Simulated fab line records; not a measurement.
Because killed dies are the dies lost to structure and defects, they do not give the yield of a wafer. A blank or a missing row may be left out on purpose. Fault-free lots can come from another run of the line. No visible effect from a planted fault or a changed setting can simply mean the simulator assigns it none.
Matching of chambers -- flow n5Finfet -- N5_BEOL_M2_DEP_57 on pecvd-04 has 3 sister chambers
The step deposits SiCN from 3MS/NH3, target thk 8 nm, time 14 s. 6 wafers are shown with their chamber, then 8 later ones without.

WAFERS PAIRED WITH THEIR CHAMBERS
wafer,chamber,throttleValvePct (%),showerheadPlenumPTorr (Torr)
L086.5,2,8.3,3.650
L087.4,0,10.2,3.665
L089.1,0,10.1,3.662
L089.2,1,8.8,3.671
L089.4,1,8.7,3.685
L090.1,2,9.0,3.654

WAFERS WITH NO CHAMBER GIVEN
wafer,throttleValvePct (%),showerheadPlenumPTorr (Torr)
L090.2,10.2,3.662
L090.3,8.6,3.666
L093.3,10.4,3.656
L093.4,9.0,3.650
L093.6,10.3,3.668
L094.1,8.7,3.670
L094.4,10.1,3.666
L094.6,8.6,3.653

THE CHAMBER EACH PASSED THROUGH
wafer,from the rows above,in truth
L090.2,0,0
L090.3,can't be placed: 1 or 2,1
L093.3,0,0
L093.4,2,2
L093.6,0,0
L094.1,can't be placed: 1 or 2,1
L094.4,0,0
L094.6,2,2
6 of 8 placed correctly. Cannot be placed on the basis of these rows: 2; the candidates contain the true chamber in 2. Number placed wrongly: 0.
How it was worked out, from the rows above alone: a wafer's distance from a chamber is the root of the sum, over the readings, of the square of ((its reading less the chamber's mean) divided by the reading's scatter). The wafer belongs to the nearest chamber; if the next one is less than 2 further off, it can't be placed. A chamber's mean is the mean of its shown wafers. The scatter: take each reading less its chamber's mean, square it, sum over the shown wafers, divide by the number of wafers less the number of chambers, and take the root.
